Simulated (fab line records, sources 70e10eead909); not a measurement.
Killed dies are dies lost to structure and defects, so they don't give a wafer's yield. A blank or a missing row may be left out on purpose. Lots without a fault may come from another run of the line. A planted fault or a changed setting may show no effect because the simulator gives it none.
A struck lot beside a sound one | flow nand_harc | 14 steps out of a route of 1159
Sound: wafers L531.2, L531.3, L531.6. Struck: wafers L541.1, L541.5. (L541.4 of the same lot was not struck and is left out.) The cause comes at the end.
At each step with rows: each side's tool, then ch and its chambers, then its first start. Under that, the readings that differ: sound wafers | struck wafers | difference of the means | sigmas: that difference in standard deviations of wafers without a fault.
alike: readings whose means differ by less than 2 such deviations, and words and numbers that are the same on both sides. not compared: withheld readings, readings that some wafer has no value for, bounds like >300 that may hide the same value, and numbers for which the record gives no deviation and whose values overlap.
The two part at a step that has a row with sigmas, a row that says differs or no value, or rows on one side only. Numbers that don't overlap but have no deviation are shown without sigmas and don't part them. A reading that every wafer of one side lacks parts them only if that side has two wafers or more.

first, 9 steps without rows for these wafers: NHARC_THIN_TSV_PVD_24 (deposits Al, target thk 800 nm); NHARC_THIN_TSV_DEHYDRATE_25 (time 120 s); NHARC_THIN_TSV_HMDS_26 (time 30 s); NHARC_THIN_TSV_COAT_27; NHARC_THIN_TSV_SOFTBAKE_28 (time 95 s); NHARC_THIN_TSV_EBR_29; NHARC_THIN_TSV_EXPOSE_30 (exposes mask PAD); NHARC_THIN_TSV_PEB_31 (peb time 85 s); NHARC_THIN_TSV_DEVELOP_32 (time 70 s).
NHARC_THIN_TSV_CD_MEAS_33: target cd 5000 nm.
  sound on cd_sem-01 ch 0, day 21 06:56; struck on cd_sem-02 ch 0, day 23 14:43
  alike: cd_nm
then, 1 step without rows for these wafers: NHARC_THIN_TSV_HARDBAKE_34 (time 80 s).
NHARC_THIN_TSV_DESCUM_35: chemistry O2, time 3 s.
  sound on rie_diel-07 ch 0,1, day 21 07:07; struck on rie_diel-10 ch 1,3, day 23 14:53
  alike: drypump_motor_current_A, oes_product_au, rf_vpp_V, showerhead_plenum_p_Torr, throttle_valve_pct
  not compared: rf_hours_counter_h
NHARC_THIN_TSV_ETCH_59: etches the open film in Cl2/BCl3, target depth 880 nm, time 138.1 s.
  sound on rie_metal-03 ch 1, day 21 07:16; struck on rie_metal-02 ch 1, day 23 15:00
  reading               | sound             | struck      | difference                    | sigmas
  oes_product_au (a.u.) | 1.018 1.012 1.007 | 0.980 0.980 | -0.032                        | -4
  rf_fwd_power_W (W)    | 899.3 900.8 899.2 | - -         | no value on the struck wafers |
  run_length_s (s)      | 158.5 158.4 158.6 | 146.0 146.0 | -12.5                         | -26
  alike: drypump_motor_current_A, throttle_valve_pct
  not compared: rf_hours_counter_h
NHARC_THIN_TSV_ETCH_36: etches the open film in Cl2/BCl3, target depth 65 nm, time 18.571 s.
  sound on rie_metal-03 ch 0,1, day 21 07:29; struck on rie_metal-02 ch 0,1, day 23 15:16
  alike: drypump_motor_current_A, oes_product_au, run_length_s
  not compared: rf_hours_counter_h

WHERE THEY PART
Only at NHARC_THIN_TSV_ETCH_59, within this record. Later steps at which nothing parts them and some readings are alike: NHARC_THIN_TSV_ETCH_36.

WHY: what the simulator had put in
Process parameter drift: rie_metal-02, from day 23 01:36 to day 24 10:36, at NHARC_THIN_TSV_ETCH_59. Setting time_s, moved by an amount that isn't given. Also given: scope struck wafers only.
